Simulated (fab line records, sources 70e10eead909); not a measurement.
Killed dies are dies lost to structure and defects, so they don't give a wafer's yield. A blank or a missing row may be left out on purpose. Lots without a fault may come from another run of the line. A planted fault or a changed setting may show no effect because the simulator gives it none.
A struck lot beside a sound one | flow nand_harc | 14 steps out of a route of 1302
Sound: wafers L111.3, L111.4, L111.6. Struck: wafers L115.3, L115.5, L115.6. The cause comes at the end.
At each step with rows: each side's tool, then ch and its chambers, then its first start. Under that, the readings that differ: sound wafers | struck wafers | difference of the means | sigmas: that difference in standard deviations of wafers without a fault.
alike: readings whose means differ by less than 2 such deviations, and words and numbers that are the same on both sides. not compared: withheld readings, readings that some wafer has no value for, bounds like >300 that may hide the same value, and numbers for which the record gives no deviation and whose values overlap.
The two part at a step that has a row with sigmas, a row that says differs or no value, or rows on one side only. Numbers that don't overlap but have no deviation are shown without sigmas and don't part them. A reading that every wafer of one side lacks parts them only if that side has two wafers or more.

NHARC_P_CONTACT_PVD_32: deposits Ti, target thk 5 nm, time 17.7 s.
  sound on pvd_sputter-03; struck on pvd_sputter-03
  alike: cathode_dc_power_W, throttle_valve_pct
NHARC_P_CONTACT_ALD_22: deposits TiN, target thk 3 nm, pulse time 1 s, ald cycles 150.
  sound on ald_metal-01 ch 2,3, day 6 13:25; struck on ald_metal-04 ch 0,2,3, day 7 19:24
  alike: heater_power_w, precursor_pulse_height_rel
NHARC_P_CONTACT_CVD_23: deposits W, target thk 200 nm, time 557 s.
  sound on cvd_w-01 ch 0; struck on cvd_w-01 ch 0,1
  alike: heater_power_w, throttle_valve_pct
NHARC_P_CONTACT_CMP_24: polishes, t overpolish 30 s, target thk 200 nm.
  sound on cmp-04 ch 1,2, day 6 14:49; struck on cmp-04 ch 0,2,3, day 7 20:14
  alike: motor_current_A, overpolish_run_s, time_to_endpoint_s
then, 1 step without rows for these wafers: NHARC_P_CONTACT_SRD_26.
NHARC_P_CONTACT_INSPECT_27:
  sound on defect_inspect-02, day 6 15:13; struck on defect_inspect-01, day 7 20:35
  alike: raw_defect_count
then, 5 steps without rows for these wafers: NHARC_P_M0_DEP_00 (deposits SiOC, target thk 150 nm); NHARC_P_M0_DEHYDRATE_01 (time 120 s); NHARC_P_M0_HMDS_02 (time 30 s); NHARC_P_M0_COAT_33 (time 65 s); NHARC_P_M0_COAT_03 (resist thk 90 nm).
NHARC_P_M0_SOFTBAKE_04: time 55 s.
  sound on litho_track-06 ch 0, day 6 15:00; struck on litho_track-04 ch 0, day 7 21:00
  reading                  | sound                | struck               | difference | sigmas
  heater_power_total_W (W) | 188.47 188.39 188.43 | 181.37 181.43 181.46 | -7.01      | -54
  alike: exhaust_pa, resist_line_temp_C
then, 1 step without rows for these wafers: NHARC_P_M0_EBR_05.
-- the record jumps here: 18 days lie between the struck wafers' starts before and after (it left off in module P_M0 and takes up again in module END, whose first step shown is number 1302 of the route) --
NHARC_END_SORT_01:
  sound on prober-01 ch 0, day 24 20:01; struck on prober-01 ch 0, day 26 00:58
  alike: defect_limited_yield, killed_at_array, killed_at_other, killed_at_periphery, killed_dies, killed_open, killed_short

WHERE THEY PART
Only at NHARC_P_M0_SOFTBAKE_04, within this record. Later steps at which nothing parts them and some readings are alike: NHARC_END_SORT_01.

WHY: what the simulator had put in
Process parameter drift: litho_track-04, from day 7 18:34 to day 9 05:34, at NHARC_P_M0_SOFTBAKE_04. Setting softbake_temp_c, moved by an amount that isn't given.
